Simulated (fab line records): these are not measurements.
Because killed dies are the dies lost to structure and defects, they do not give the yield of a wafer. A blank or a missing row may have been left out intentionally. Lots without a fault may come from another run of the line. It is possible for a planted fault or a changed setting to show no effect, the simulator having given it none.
Lot-split experiment | flow n5 finfet | on a route of 1938 steps: 7 lots, 21 wafers read

THE SPLIT
At N5_BEOL_M5_ETCH_72 (etches underlayer in N2/H2, target depth 6.5 nm, time 5.2 s), the setting bias w was moved away from the recipe's 150 W on 6 of the 21 wafers read, by +5.6% to +17.1%. For the rest of the wafers, this setting stayed at what the recipe calls for.

The reading comes from the split's own step.

THE READING
rf vpp V, in V, at N5_BEOL_M5_ETCH_72 (etches underlayer in N2/H2, target depth 6.5 nm, time 5.2 s). On this fab line, fault-free wafers typically give 524.1 V with a standard deviation of 2.5 V.

wafer  | tool, chamber at the split | bias w as run, W | against the recipe | rf vpp V, V | against lot-mates on the recipe
L076.1 | rie diel-03, 3             | 150              | recipe             | 525.7       | -
L076.2 | rie diel-03, 2             | 170.3            | +13.5%             | 569.7       | +44.0
L076.5 | rie diel-03, 3             | 170.3            | +13.5%             | 567.9       | +42.2
L077.3 | rie diel-03, 1             | 150              | recipe             | 523.9       | -
L077.4 | rie diel-03, 2             | 150              | recipe             | 522.6       | -
L077.6 | rie diel-03, 3             | 150              | recipe             | 526.1       | -
L082.2 | rie diel-01, 1             | 150              | recipe             | 525.9       | -
L082.4 | rie diel-01, 3             | 150              | recipe             | 521.2       | -
L082.5 | rie diel-01, 0             | 173.2            | +15.5%             | 572.8       | +49.2
L084.1 | rie diel-03, 1             | 150              | recipe             | 527.3       | -
L084.3 | rie diel-03, 0             | 150              | recipe             | 527.6       | -
L084.4 | rie diel-03, 0             | 150              | recipe             | 526.0       | -
L085.1 | rie diel-01, 1             | 150              | recipe             | 527.1       | -
L085.4 | rie diel-01, 3             | 150              | recipe             | 521.3       | -
L085.5 | rie diel-01, 3             | 158.4            | +5.6%              | 536.2       | +12.0
L097.1 | rie diel-01, 1             | 150              | recipe             | 526.0       | -
L097.3 | rie diel-01, 2             | 150              | recipe             | 524.6       | -
L097.4 | rie diel-01, 2             | 150              | recipe             | 524.9       | -
L096.2 | rie diel-03, 3             | 175.7            | +17.1%             | 580.1       | +54.8
L096.5 | rie diel-03, 0             | 150              | recipe             | 525.3       | -
L096.6 | rie diel-03, 3             | 175.7            | +17.1%             | 582.8       | +57.5

THE FIT
A straight line over all 21 wafers: rf vpp V changes by +3.22 V for each +1% of bias w; r = +0.99; the points scatter about the line by 2.5 V.
The same after taking each lot's own level away (the mean of its wafers on the recipe; 21 wafers): +3.22 V for each +1%; r = +1.00; scatter 2 V.
According to that fit, moving bias w by its largest amount changes the reading by 55 V.
Across the lots, their own levels run from 523.55 to 526.97 V, a range of 1.4 times the standard deviation given above.
The two slopes are in agreement: the lot-to-lot level therefore moves the slope only a little.
Check: +54.9 V against its lot-mates is what the line predicts for one of the wafers moved furthest among these (+17.1%) when that wafer is left out of the fit. It came out at +54.8 V against them.
Tool readings at the split's step, against how far the setting was moved: etch rf on time s r = -0.85; rf vpp V r = +0.99.

OTHER SPLITS ON THESE WAFERS
Other splits were also applied to these wafers ahead of the reading. Each is held against what the fit with the lots' levels taken away leaves over:
other split on the same wafers | wafers away from the commonest value | r with rf vpp V (lot level and that fit taken away)
N5_BEOL_M3_COAT_05 spin rpm    | 7                                    | -0.53

THE WHOLE CHAIN: every reading that the file lists as answering this split, in the file's order
step               | what it does                                                | reading           | change (the file's fit)              | r (the file's)
N5_BEOL_M5_ETCH_72 | etches underlayer in N2/H2, target depth 6.5 nm, time 5.2 s | etch rf on time s | withheld for each +1% of the setting | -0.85
N5_BEOL_M5_ETCH_72 | etches underlayer in N2/H2, target depth 6.5 nm, time 5.2 s | rf vpp V          | +3.18 V for each +1% of the setting  | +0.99

THE FILE'S OWN FIT
rf vpp V changes by +3.18 V for each +1% of bias w, r = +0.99.
